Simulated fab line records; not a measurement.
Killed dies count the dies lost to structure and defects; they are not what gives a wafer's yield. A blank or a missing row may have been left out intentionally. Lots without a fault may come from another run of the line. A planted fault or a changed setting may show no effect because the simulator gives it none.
Chamber matching | flow nandHarc | NHARC_P_M0_PRE_CLEAN_31 on pecvd-02: 3 sister chambers
The step time 12 s. 6 wafers are shown with their chamber, then 8 later ones without.

## WAFERS, EACH WITH ITS CHAMBER
wafer  | chamber | heaterPowerW (W)
L088.4 | 2       | 751
L088.5 | 0       | 556
L086.1 | 2       | 726
L086.2 | 0       | 669
L086.3 | 1       | 644
L086.4 | 1       | 624

## WAFERS WHOSE CHAMBER IS MISSING
wafer  | heaterPowerW (W)
L086.5 | 716
L086.6 | 645
L093.1 | 645
L093.2 | 607
L093.3 | 618
L092.2 | 580
L092.3 | 755
L092.6 | 591

## WHICH CHAMBER EACH ONE RAN IN
wafer  | from the rows above          | in truth
L086.5 | can't be placed: 2 or 1 or 0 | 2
L086.6 | can't be placed: 1 or 0 or 2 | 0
L093.1 | can't be placed: 1 or 0 or 2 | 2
L093.2 | can't be placed: 0 or 1      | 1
L093.3 | can't be placed: 0 or 1      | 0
L092.2 | can't be placed: 0 or 1      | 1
L092.3 | 2                            | 2
L092.6 | can't be placed: 0 or 1      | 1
Correct placement for 1 of the 8. Can't be placed from these rows: 7 (the true chamber is among the candidates in 7). Wrongly placed: 0.
How it was worked out, from the rows above alone: a wafer's distance from a chamber is the root of the sum, over the readings, of the square of ((its reading less the chamber's mean) divided by the reading's scatter). The wafer belongs to the nearest chamber; if the next one is less than 2 further off, it can't be placed. For every chamber, the mean is computed from those of its wafers that are shown. How the scatter is found: for the shown wafers, subtract from each reading the mean of its chamber, square and add these, divide the total by (wafers less chambers), then take the root.
